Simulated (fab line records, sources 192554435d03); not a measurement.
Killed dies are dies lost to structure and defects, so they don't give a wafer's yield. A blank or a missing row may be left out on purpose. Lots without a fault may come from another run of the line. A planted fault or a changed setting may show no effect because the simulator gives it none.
Chamber matching | flow n5_finfet | N5_WELL_APT_DESCUM_13 on rie_diel-05: 4 sister chambers
The step chemistry O2, time 7.9 s. 14 wafers are shown with their chamber, then 7 later ones without.

WAFERS WITH THEIR CHAMBER
wafer  | chamber | showerhead_plenum_p_Torr (Torr) | oes_product_au (a.u.) | throttle_valve_pct (%)
L732.2 | 0       | 1.96                            | 0.84                  | 20.74
L732.3 | 3       | 2.17                            | 0.73                  | 20.55
L732.5 | 1       | 2.06                            | 0.68                  | 20.60
L733.2 | 2       | 2.25                            | 0.94                  | 20.36
L733.4 | 1       | 2.06                            | 0.68                  | 20.61
L733.6 | 3       | 2.17                            | 0.72                  | 20.54
L734.1 | 2       | 2.25                            | 0.96                  | 20.36
L734.4 | 1       | 2.06                            | 0.69                  | 20.63
L734.6 | 2       | 2.25                            | 0.96                  | 20.33
L736.1 | 3       | 2.16                            | 0.72                  | 20.56
L736.3 | 2       | 2.25                            | 0.95                  | 20.36
L736.4 | 0       | 1.96                            | 0.83                  | 20.75
L737.2 | 2       | 2.24                            | 0.93                  | 20.35
L737.4 | 0       | 1.96                            | 0.84                  | 20.76

SIGNATURES (means of the wafers above)
reading                  | chamber 0 | chamber 1 | chamber 2 | chamber 3 | scatter within a chamber
showerhead_plenum_p_Torr | 1.9600    | 2.0600    | 2.2480    | 2.1667    | 0.00383
oes_product_au           | 0.8367    | 0.6833    | 0.9480    | 0.7233    | 0.00938
throttle_valve_pct       | 20.7500   | 20.6133   | 20.3520   | 20.5500   | 0.0124
Rule: a wafer's distance from a chamber is the root of the sum, over the readings, of the square of ((its reading less the chamber's mean) divided by the reading's scatter). The wafer belongs to the nearest chamber; if the next one is less than 2 further off, it can't be placed. The scatter: the root of (the sum of the squares of (reading less its chamber's mean) over the shown wafers, divided by (wafers less chambers)).

WAFERS WITHOUT THEIR CHAMBER
wafer  | showerhead_plenum_p_Torr (Torr) | oes_product_au (a.u.) | throttle_valve_pct (%)
L737.6 | 2.24                            | 0.94                  | 20.34
L739.1 | 2.06                            | 0.67                  | 20.62
L739.2 | 2.24                            | 0.93                  | 20.37
L739.5 | 2.06                            | 0.68                  | 20.64
L741.2 | 2.05                            | 0.68                  | 20.64
L741.4 | 2.16                            | 0.71                  | 20.59
L741.6 | 2.24                            | 0.92                  | 20.36

WHICH CHAMBER EACH WENT THROUGH
wafer  | from the rows above | in truth
L737.6 | 2                   | 2
L739.1 | 1                   | 1
L739.2 | 2                   | 2
L739.5 | 1                   | 1
L741.2 | 1                   | 1
L741.4 | 3                   | 3
L741.6 | 2                   | 2
Placed correctly: 7 of 7. Can't be placed from these rows: 0. Placed wrongly: 0.
